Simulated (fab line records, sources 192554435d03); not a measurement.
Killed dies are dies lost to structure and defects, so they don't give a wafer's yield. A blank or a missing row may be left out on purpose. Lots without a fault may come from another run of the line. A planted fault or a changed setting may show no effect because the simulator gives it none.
Chamber matching | flow n5_finfet | N5_ILD0_CMP_03 on cmp-04: 4 sister chambers
The step polishes, stops on SiNx, t overpolish 1.9 s, target thk 197.38 nm. 4 wafers are shown with their chamber, then 8 later ones without.

WAFERS WITH THEIR CHAMBER
wafer  | chamber | motor_current_A (A)
L110.4 | 1       | 12.0
L110.6 | 3       | 13.6
L111.1 | 2       | 11.6
L111.4 | 0       | 12.5

WAFERS WITHOUT THEIR CHAMBER
wafer  | motor_current_A (A)
L111.6 | 14.1
L112.1 | 13.4
L112.4 | 12.6
L114.1 | 13.4
L114.4 | 12.5
L114.5 | 12.0
L117.4 | 11.5
L117.5 | 12.1

WHICH CHAMBER EACH WENT THROUGH
wafer  | from the rows above          | in truth
L111.6 | 3                            | 3
L112.1 | 3                            | 3
L112.4 | 0                            | 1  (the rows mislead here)
L114.1 | 3                            | 3
L114.4 | 0                            | 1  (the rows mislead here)
L114.5 | can't be placed: 1 or 2      | 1
L117.4 | can't be placed: 2 or 1      | 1
L117.5 | can't be placed: 1 or 0 or 2 | 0
Placed correctly: 3 of 8. Can't be placed from these rows: 3 (the true chamber is among the candidates in 3). Placed wrongly: 2.
How it was worked out, from the rows above alone: a wafer's distance from a chamber is the root of the sum, over the readings, of the square of ((its reading less the chamber's mean) divided by the reading's scatter). The wafer belongs to the nearest chamber; if the next one is less than 2 further off, it can't be placed. A chamber's mean is the mean of its shown wafers. The scatter: with one shown wafer a chamber, the root of the mean of the squares of how far each hidden wafer lies from its nearest shown one.
